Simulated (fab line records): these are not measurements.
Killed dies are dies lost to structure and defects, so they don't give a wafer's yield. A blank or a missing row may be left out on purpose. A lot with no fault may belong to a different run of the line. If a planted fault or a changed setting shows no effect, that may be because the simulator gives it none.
A lot that was struck, set against a sound lot    flow nandHarc    41 out of 1159 route steps
Sound: wafers L453.1, L453.4, L453.6. Struck: wafers L458.3, L458.4. (L458.1 of the same lot was not struck and is left out.) The cause comes at the end.
For every step that has rows: the tool of each side, followed by ch and its chambers, followed by its first start. Under that, the readings that differ: sound wafers    struck wafers    difference of the means    sigmas: that difference in standard deviations of wafers without a fault.
alike: words and numbers the same on both sides, and readings whose means are apart by under 2 such deviations; not compared: readings that were withheld, readings missing a value for some wafer, numbers with overlapping values and no deviation given by the record, and bounds like >300 which may hide the same value.
A row with sigmas, a row that says differs or no value, or rows on one side alone: a step with any of these is where the two part. Non-overlapping numbers with no deviation appear without sigmas and do not part them. A reading missing from all wafers of one side parts the sides only when that side holds two or more wafers.

NHARC_P_M0_CD_MEAS_09: the cd target is 90 nm.
  sound on cdSem-02 ch 0, day 6 07:18; struck on cdSem-01 ch 0, day 7 20:40
  alike: cdNm
NHARC_P_M0_OVL_MEAS_10: pitch 180 nm.
  sound on overlay-01, day 6 07:23; struck on overlay-02, day 7 20:45
  alike: overlayXNm, overlayYNm
NHARC_P_M0_INSPECT_11:
  sound on defectInspect-01, day 6 07:26; struck on defectInspect-01, day 7 20:47
  alike: rawDefectCount
NHARC_P_M0_DESCUM_14: chemistry O2, time 3 s.
  sound on rieDiel-05 ch 0,2, day 6 07:30; struck on rieDiel-03 ch 0,3, day 7 20:50
  alike: drypumpMotorCurrentA, o2FlowSccm, oesProductAu, rfVppV, showerheadPlenumPTorr, throttleValvePct
  not compared: rfHoursCounterH
then, 2 steps without rows for these wafers: NHARC_P_M0_ETCH_34 (etches the open film in N2/H2, target depth 40 nm, overetch 12 nm, time 43.94 s); NHARC_P_M0_ETCH_15 (etches the open film in C4F8/Ar, target depth 150 nm, overetch 15 nm, time 82.5 s).
NHARC_P_M0_CD_MEAS_16:
  sound on cdSem-02, day 6 07:49; struck on cdSem-02, day 7 21:11
  alike: cdNm
then, 4 steps without rows for these wafers: NHARC_P_M0_STRIP_18 (strips in N2/H2); NHARC_P_M0_STRIP_19 (strips in post etch residue remover, time 600 s); NHARC_P_M0_DEGAS_28 (time 60 s); NHARC_P_M0_PRE_CLEAN_29 (time 30 s).
NHARC_P_M0_PVD_20: deposits TaN, target thk 5 nm, time 8.06 s.
  sound on pvdSputter-02; struck on pvdSputter-02
  alike: chamberPressurePa, throttleValvePct
NHARC_P_M0_PVD_21: deposits Cu, target thk 30 nm, time 20.49 s.
  sound on pvdSputter-02, day 6 08:43; struck on pvdSputter-02, day 7 22:02
  alike: chamberPressurePa, throttleValvePct
then, 4 steps without rows for these wafers: NHARC_P_M0_ECD_22 (material Cu, target thk 400 nm); NHARC_P_M0_ANNEAL_30 (time 90 s); NHARC_P_M0_CMP_23 (polishes, t overpolish 20 s, target thk 117.53 nm); NHARC_P_M0_SRD_25.
NHARC_P_M0_INSPECT_27:
  sound on defectInspect-02, day 6 10:02; struck on defectInspect-02, day 7 23:40
  alike: rawDefectCount
NHARC_P_M0_PRE_CLEAN_31: time 12 s.
  sound on pecvd-04 ch 0,1,2, day 6 10:07; struck on pecvd-01 ch 0,1, day 7 23:44
  alike: heaterPowerW
NHARC_P_M0_DEP_32: deposits SiCN, target thk 30 nm.
  sound on pecvd-04 ch 0,1,2, day 6 10:16; struck on pecvd-01 ch 0,1, day 7 23:49
  alike: heaterPowerW
then, 10 steps without rows for these wafers: NHARC_P_M1_DEP_00 (deposits SiOC, target thk 182.5 nm); NHARC_P_M1_DEHYDRATE_01 (time 120 s); NHARC_P_M1_HMDS_02 (time 30 s); NHARC_P_M1_COAT_34 (time 65 s); NHARC_P_M1_COAT_03 (resist thk 90 nm); NHARC_P_M1_SOFTBAKE_04 (time 55 s); NHARC_P_M1_EBR_05; NHARC_P_M1_EXPOSE_06 (exposes mask P M1, target cd 130 nm); NHARC_P_M1_PEB_07 (peb time 65 s); NHARC_P_M1_DEVELOP_08 (develop time 35 s).
NHARC_P_M1_CD_MEAS_09: the cd target is 130 nm.
  the record has rows for the sound wafers here (cdSem-02 ch 0, day 6 11:25) and none for the struck ones
NHARC_P_M1_OVL_MEAS_10: pitch 260 nm.
  the record has rows for the sound wafers here (overlay-02, day 6 11:31) and none for the struck ones
NHARC_P_M1_INSPECT_11:
  the record has rows for the sound wafers here (defectInspect-02, day 6 11:33) and none for the struck ones
then, 2 steps without rows for these wafers: NHARC_P_M1_DESCUM_14 (chemistry O2, time 3 s); NHARC_P_M1_ETCH_35 (etches the open film in N2/H2, target depth 40 nm, overetch 12 nm, time 43.94 s).
NHARC_P_M1_ETCH_15: etches the open film in C4F8/Ar, target depth 182.5 nm, time 91.2 s.
  the record has rows for the sound wafers here (rieDiel-06 ch 0,1,3) and none for the struck ones
NHARC_P_M1_CD_MEAS_16:
  the record has rows for the sound wafers here (cdSem-01, day 6 11:55) and none for the struck ones
then, 3 steps without rows for these wafers: NHARC_P_M1_STRIP_18 (strips in N2/H2); NHARC_P_M1_ETCH_28 (etches the open film in CF4/N2, target depth 30 nm, time 72.99 s); NHARC_P_M1_STRIP_19 (strips in post etch residue remover, time 600 s).
-- the record jumps here: 13 days lie between the struck wafers' starts before and after (it left off in module P_M1 and takes up again in module END, whose first step shown is number 1159 of the route) --
NHARC_END_SORT_01:
  the record has rows for the struck wafers here (prober-02 ch 0, day 21 05:06) and none for the sound ones

## WHERE THEY PART
At NHARC_P_M1_CD_MEAS_09 first; at NHARC_END_SORT_01 last (within this record only).

WHY: what the simulator had put in
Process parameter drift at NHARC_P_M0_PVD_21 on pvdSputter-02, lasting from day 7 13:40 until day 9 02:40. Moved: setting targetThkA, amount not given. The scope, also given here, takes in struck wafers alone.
